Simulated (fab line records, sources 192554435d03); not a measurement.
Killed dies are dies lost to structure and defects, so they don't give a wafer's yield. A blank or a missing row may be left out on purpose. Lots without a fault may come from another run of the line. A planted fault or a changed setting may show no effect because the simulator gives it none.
Chamber matching | flow n5_finfet | N5_MOL_CONTACT_COAG_ALD_123 on ald_sin-03: 4 sister chambers
The step deposits SiNx, target thk 5 nm, pulse time 1 s, purge time 2 s. 8 wafers are shown with their chamber, then 10 later ones without.

WAFERS WITH THEIR CHAMBER
wafer  | chamber | heater_power_w (W) | precursor_pulse_height_rel
L080.1 | 1       | 993                | 1.007
L080.3 | 2       | 884                | 1.025
L085.2 | 1       | 965                | 1.024
L089.4 | 0       | 818                | 1.014
L089.5 | 2       | 857                | 0.973
L089.6 | 3       | 837                | 0.992
L092.1 | 3       | 857                | 1.015
L092.2 | 0       | 789                | 0.982

WAFERS WITHOUT THEIR CHAMBER
wafer  | heater_power_w (W) | precursor_pulse_height_rel
L092.6 | 879                | 1.024
L095.1 | 964                | 1.006
L095.2 | 831                | 0.975
L095.4 | 833                | 1.007
L096.2 | 858                | 1.013
L096.3 | 813                | 1.014
L096.5 | 829                | 1.038
L097.1 | 870                | 1.005
L097.3 | 805                | 1.030
L097.5 | 802                | 0.991

WHICH CHAMBER EACH WENT THROUGH
wafer  | from the rows above          | in truth
L092.6 | can't be placed: 2 or 3      | 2
L095.1 | 1                            | 1
L095.2 | can't be placed: 3 or 0 or 2 | 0
L095.4 | can't be placed: 3 or 0 or 2 | 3
L096.2 | can't be placed: 3 or 2      | 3
L096.3 | can't be placed: 0 or 3      | 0
L096.5 | can't be placed: 3 or 0 or 2 | 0
L097.1 | can't be placed: 2 or 3      | 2
L097.3 | can't be placed: 0 or 3      | 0
L097.5 | 0                            | 0
Placed correctly: 2 of 10. Can't be placed from these rows: 8 (the true chamber is among the candidates in 8). Placed wrongly: 0.
How it was worked out, from the rows above alone: a wafer's distance from a chamber is the root of the sum, over the readings, of the square of ((its reading less the chamber's mean) divided by the reading's scatter). The wafer belongs to the nearest chamber; if the next one is less than 2 further off, it can't be placed. A chamber's mean is the mean of its shown wafers. The scatter: the root of (the sum of the squares of (reading less its chamber's mean) over the shown wafers, divided by (wafers less chambers)).
